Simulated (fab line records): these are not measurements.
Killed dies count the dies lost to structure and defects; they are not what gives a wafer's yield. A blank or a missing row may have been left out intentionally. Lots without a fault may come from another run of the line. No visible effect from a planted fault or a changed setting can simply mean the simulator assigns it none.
Which tool is to blame? -- flow n5_finfet -- 72 wafers from 24 lots sampled at 6 of the route's 1938 steps

WHAT THE GAUGES READ, wafer by wafer
N5_BEOL_M13_THK_MEAS_50: measures by xrf.
lot,measured,on,M13_THK (nm)
L074,day 11 09:07,film_metro-02,418 413 423
L075,day 11 09:57,film_metro-02,418 410 418
L077,day 12 02:15,film_metro-01,418 414 411
L076,day 12 02:20,film_metro-02,417 412 415
L078,day 12 03:41,film_metro-01,430 420 420
L079,day 12 12:38,film_metro-01,415 413 424
L080,day 12 17:10,film_metro-01,416 427 414
L081,day 12 18:50,film_metro-02,422 430 412
L083,day 12 22:30,film_metro-02,411 410 414
L082,day 13 01:55,film_metro-01,415 420 415
L084,day 13 16:01,film_metro-01,424 420 422
L085,day 13 22:23,film_metro-01,409 413 414
L086,day 14 00:51,film_metro-02,420 420 422
L087,day 14 04:44,film_metro-02,404 413 409
L089,day 14 16:47,film_metro-01,407 405 415
L090,day 14 21:19,film_metro-01,423 408 417
L088,day 15 02:39,film_metro-01,419 413 415
L093,day 15 07:40,film_metro-02,414 425 425
L091,day 15 18:13,film_metro-01,412 417 418
L094,day 16 00:26,film_metro-01,404 422 415
L092,day 16 01:07,film_metro-01,413 419 425
L095,day 16 03:21,film_metro-01,410 416 417
L096,day 16 18:14,film_metro-01,413 426 406
L097,day 17 09:37,film_metro-02,414 410 417

N5_BEOL_M14_THK_MEAS_01.
lot,measured,on,M14_ILD_THK (nm)
L074,day 11 09:30,film_metro-01,1123 1142 1150
L075,day 11 10:20,film_metro-01,1119 1122 1137
L077,day 12 02:38,film_metro-02,1142 1137 1135
L076,day 12 02:50,film_metro-01,1100 1122 1132
L078,day 12 04:11,film_metro-01,1105 1131 1129
L079,day 12 13:06,film_metro-02,1135 1150 1137
L080,day 12 17:32,film_metro-02,1109 1136 1124
L081,day 12 19:13,film_metro-01,1119 1102 1145
L083,day 12 22:58,film_metro-02,1111 1097 1118
L082,day 13 02:23,film_metro-01,1092 1101 1114
L084,day 13 16:43,film_metro-02,1103 1133 1142
L085,day 13 22:48,film_metro-02,1096 1109 1125
L086,day 14 01:14,film_metro-01,1124 1115 1126
L087,day 14 05:07,film_metro-02,1101 1104 1114
L089,day 14 17:10,film_metro-01,1098 1113 1098
L090,day 14 21:42,film_metro-02,1116 1125 1141
L088,day 15 03:02,film_metro-02,1108 1132 1132
L093,day 15 08:04,film_metro-02,1105 1102 1108
L091,day 15 18:36,film_metro-02,1125 1144 1146
L094,day 16 00:49,film_metro-01,1116 1129 1148
L092,day 16 01:30,film_metro-02,1110 1116 1124
L095,day 16 03:44,film_metro-02,1110 1129 1118
L096,day 16 18:38,film_metro-02,1110 1125 1128
L097,day 17 10:01,film_metro-01,1109 1112 1130

N5_BEOL_M14_INSPECT_30: inspects for defects (macro).
lot,measured,on,raw_defect_count
L074,day 11 10:50,defect_inspect-02,0 2 2
L075,day 11 11:40,defect_inspect-01,0 1 3
L077,day 12 04:01,defect_inspect-02,1 2 1
L076,day 12 04:24,defect_inspect-01,2 1 2
L078,day 12 05:41,defect_inspect-02,2 1 2
L079,day 12 14:26,defect_inspect-01,0 5 3
L080,day 12 18:53,defect_inspect-01,1 2 2
L081,day 12 20:34,defect_inspect-02,5 1 3
L083,day 13 00:25,defect_inspect-02,0 1 0
L082,day 13 03:35,defect_inspect-01,2 3 2
L084,day 13 18:22,defect_inspect-02,1 4 4
L085,day 14 00:19,defect_inspect-02,0 2 0
L086,day 14 02:34,defect_inspect-02,0 5 0
L087,day 14 06:28,defect_inspect-02,2 1 2
L089,day 14 18:47,defect_inspect-01,4 2 1
L090,day 14 23:03,defect_inspect-01,2 4 0
L088,day 15 04:15,defect_inspect-01,1 1 3
L093,day 15 10:07,defect_inspect-01,1 4 1
L091,day 15 19:52,defect_inspect-01,8 4 3
L094,day 16 02:10,defect_inspect-01,1 2 2
L092,day 16 02:50,defect_inspect-02,5 3 2
L095,day 16 06:17,defect_inspect-02,1 0 1
L096,day 16 20:13,defect_inspect-02,4 1 0
L097,day 17 11:29,defect_inspect-01,0 2 0

N5_BEOL_M14_OCD_MEAS_35.
lot,measured,on,trench_depth_nm (nm)
L074,day 11 11:34,ocd-01,568 571 556
L075,day 11 12:19,ocd-01,561 564 556
L077,day 12 04:40,ocd-02,548 559 547
L076,day 12 05:10,ocd-01,562 556 554
L078,day 12 06:21,ocd-01,563 567 558
L079,day 12 15:05,ocd-02,555 553 558
L080,day 12 19:32,ocd-01,551 562 549
L081,day 12 21:12,ocd-02,552 540 551
L083,day 13 01:04,ocd-02,560 577 554
L082,day 13 04:14,ocd-01,566 566 556
L084,day 13 19:01,ocd-02,557 562 566
L085,day 14 01:14,ocd-01,565 563 560
L086,day 14 03:19,ocd-01,566 557 559
L087,day 14 07:07,ocd-01,569 549 571
L089,day 14 19:26,ocd-02,567 567 577
L090,day 14 23:46,ocd-02,577 567 569
L088,day 15 04:53,ocd-01,561 560 560
L093,day 15 10:46,ocd-01,553 551 563
L091,day 15 20:31,ocd-02,555 556 558
L094,day 16 02:49,ocd-02,567 565 567
L092,day 16 03:29,ocd-01,564 550 569
L095,day 16 07:12,ocd-01,560 555 569
L096,day 16 20:52,ocd-01,565 554 558
L097,day 17 12:08,ocd-01,555 547 546

N5_BEOL_M14_THK_MEAS_50: measures by xrf.
lot,measured,on,M14_THK (nm)
L074,day 11 13:38,film_metro-01,565 568 555
L075,day 11 18:27,film_metro-01,550 557 546
L077,day 12 08:37,film_metro-01,540 553 543
L076,day 12 09:25,film_metro-02,560 553 551
L078,day 12 10:43,film_metro-01,558 561 553
L079,day 12 16:56,film_metro-01,556 552 556
L080,day 12 22:10,film_metro-01,553 562 551
L081,day 12 22:41,film_metro-01,553 538 547
L083,day 13 03:23,film_metro-02,553 574 551
L082,day 13 09:43,film_metro-01,562 565 555
L084,day 13 22:04,film_metro-02,551 556 560
L085,day 14 03:44,film_metro-01,561 559 560
L086,day 14 07:52,film_metro-01,565 560 561
L087,day 14 12:36,film_metro-01,561 544 565
L089,day 14 22:36,film_metro-01,560 559 570
L090,day 15 01:51,film_metro-01,574 566 565
L088,day 15 06:27,film_metro-02,560 559 561
L093,day 15 14:26,film_metro-01,547 544 557
L091,day 15 23:59,film_metro-02,555 559 559
L094,day 16 07:52,film_metro-02,565 564 569
L092,day 16 08:08,film_metro-01,558 551 563
L095,day 16 09:13,film_metro-01,552 547 561
L096,day 16 23:04,film_metro-01,561 546 550
L097,day 17 14:10,film_metro-01,546 543 541

N5_BEOL_M15_THK_MEAS_01.
lot,measured,on,M15_ILD_THK (nm)
L074,day 11 14:05,film_metro-01,1627 1654 1655
L075,day 11 18:53,film_metro-01,1599 1617 1626
L077,day 12 09:04,film_metro-01,1617 1619 1645
L076,day 12 09:51,film_metro-02,1609 1597 1649
L078,day 12 11:11,film_metro-01,1588 1619 1624
L079,day 12 17:29,film_metro-02,1628 1623 1622
L080,day 12 22:37,film_metro-01,1613 1656 1639
L081,day 12 23:08,film_metro-01,1601 1629 1651
L083,day 13 03:52,film_metro-01,1604 1594 1610
L082,day 13 10:10,film_metro-01,1636 1653 1638
L084,day 13 22:30,film_metro-02,1645 1636 1655
L085,day 14 04:12,film_metro-02,1653 1600 1652
L086,day 14 08:19,film_metro-02,1598 1620 1631
L087,day 14 13:02,film_metro-02,1637 1626 1643
L089,day 14 23:02,film_metro-01,1609 1651 1639
L090,day 15 02:17,film_metro-01,1625 1634 1629
L088,day 15 06:54,film_metro-02,1616 1650 1624
L093,day 15 14:53,film_metro-01,1616 1619 1641
L091,day 16 00:26,film_metro-02,1620 1663 1651
L094,day 16 08:18,film_metro-02,1628 1638 1647
L092,day 16 08:34,film_metro-02,1610 1614 1631
L095,day 16 09:39,film_metro-01,1605 1628 1649
L096,day 16 23:33,film_metro-02,1640 1652 1651
L097,day 17 14:36,film_metro-02,1633 1605 1627

EACH LOT AND THE TOOL THAT RAN IT (in order: tool; ch and the chambers of the sampled wafers; start)
The record holds no process step before these readings.

AS READ BY THE TOOLS THEMSELVES (means over the sampled wafers that have a number; for cases with no such wafer, the mark the record gives instead)
The record holds no such reading with a usual standard deviation.

THE ANSWER, worked out from the rows above alone
Rule: usual is defined by the lots themselves. Put in order of their means at a reading, lots are off if they are a third of the lots or fewer, leave a main group of 4 or more, and stand apart from it by a gap of 3 or more times the standard deviation of the main group's means; of several such gaps the widest counts. The tables above print the reading to a certain number of digits; a main group whose means all agree to those digits is not used. Also off: a lot with no number at a reading for which 4 or more lots have one. The other lots that the step has rows for count as sound. First the gauges in route order, then the tools' own readings, where a lot's mean is used as printed above. The first step at which some lot is off is used, and at that step the reading that is off furthest; a lot without a number counts as furthest.
No lot is off at any reading shown: from this, nothing can be told.

WHAT THE SIMULATOR HAD PUT IN
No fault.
